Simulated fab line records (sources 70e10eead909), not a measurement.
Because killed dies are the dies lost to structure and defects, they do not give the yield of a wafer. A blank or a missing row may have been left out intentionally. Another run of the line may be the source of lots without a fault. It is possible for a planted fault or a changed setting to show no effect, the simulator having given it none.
Matching of chambers + flow nand harc + NHARC_A_ONON_D2_DEP_33 on pecvd-04: 3 sister chambers
The step deposits SiO2, target thk 200 nm. 16 wafers are shown with their chamber, then 8 later ones without.

WAFERS WITH THEIR CHAMBER
| wafer  | chamber | throttle valve pct (%) | heater power w (W) |
|--------|---------|------------------------|--------------------|
| L321.2 | 1       | 15.8                   | 641                |
| L321.3 | 0       | 16.8                   | 501                |
| L321.4 | 0       | 16.6                   | 507                |
| L328.1 | 0       | 16.9                   | 459                |
| L328.3 | 2       | 15.3                   | 721                |
| L328.5 | 2       | 15.5                   | 708                |
| L331.1 | 0       | 16.7                   | 483                |
| L331.3 | 1       | 16.3                   | 511                |
| L331.4 | 1       | 16.1                   | 514                |
| L332.3 | 0       | 16.9                   | 438                |
| L332.5 | 1       | 16.0                   | 567                |
| L332.6 | 0       | 16.8                   | 447                |
| L338.3 | 2       | 15.0                   | 542                |
| L338.4 | 2       | 15.1                   | 598                |
| L338.5 | 1       | 15.7                   | 593                |
| L340.2 | 0       | 16.4                   | 541                |

SIGNATURES, as means of the wafers listed above
| reading            | chamber 0 | chamber 1 | chamber 2 | scatter within a chamber |
|--------------------|-----------|-----------|-----------|--------------------------|
| throttle valve pct | 16.729    | 15.980    | 15.225    | 0.209                    |
| heater power w     | 482.29    | 565.20    | 642.25    | 57.4                     |
Rule: for each reading, subtract the chamber's mean from the wafer's reading, divide by that reading's scatter and square the result; add these up over the readings and take the root, which gives the wafer's distance from the chamber. If the next closest chamber is less than 2 further off than the closest, the wafer can't be placed; otherwise it belongs to the closest. The scatter is the square root of a quotient: the sum, over the shown wafers, of each reading's squared deviation from its chamber's mean, divided by wafers minus chambers.

WAFERS MISSING THEIR CHAMBER
| wafer  | throttle valve pct (%) | heater power w (W) |
|--------|------------------------|--------------------|
| L340.3 | 15.3                   | 704                |
| L340.6 | 16.5                   | 402                |
| L343.3 | 15.2                   | 566                |
| L343.5 | 16.6                   | 470                |
| L343.6 | 15.5                   | 578                |
| L341.1 | 15.7                   | 487                |
| L341.3 | 16.5                   | 506                |
| L341.4 | 16.7                   | 527                |

WHICH CHAMBER EACH WENT THROUGH
| wafer  | from the rows above     | in truth |
|--------|-------------------------|----------|
| L340.3 | 2                       | 2        |
| L340.6 | 0                       | 0        |
| L343.3 | 2                       | 2        |
| L343.5 | 0                       | 0        |
| L343.6 | can't be placed: 2 or 1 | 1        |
| L341.1 | can't be placed: 1 or 2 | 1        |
| L341.3 | can't be placed: 0 or 1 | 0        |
| L341.4 | 0                       | 0        |
Placed correctly: 5 of 8. Can't be placed from these rows: 3 (the true chamber is among the candidates in 3). 0 placed wrongly.
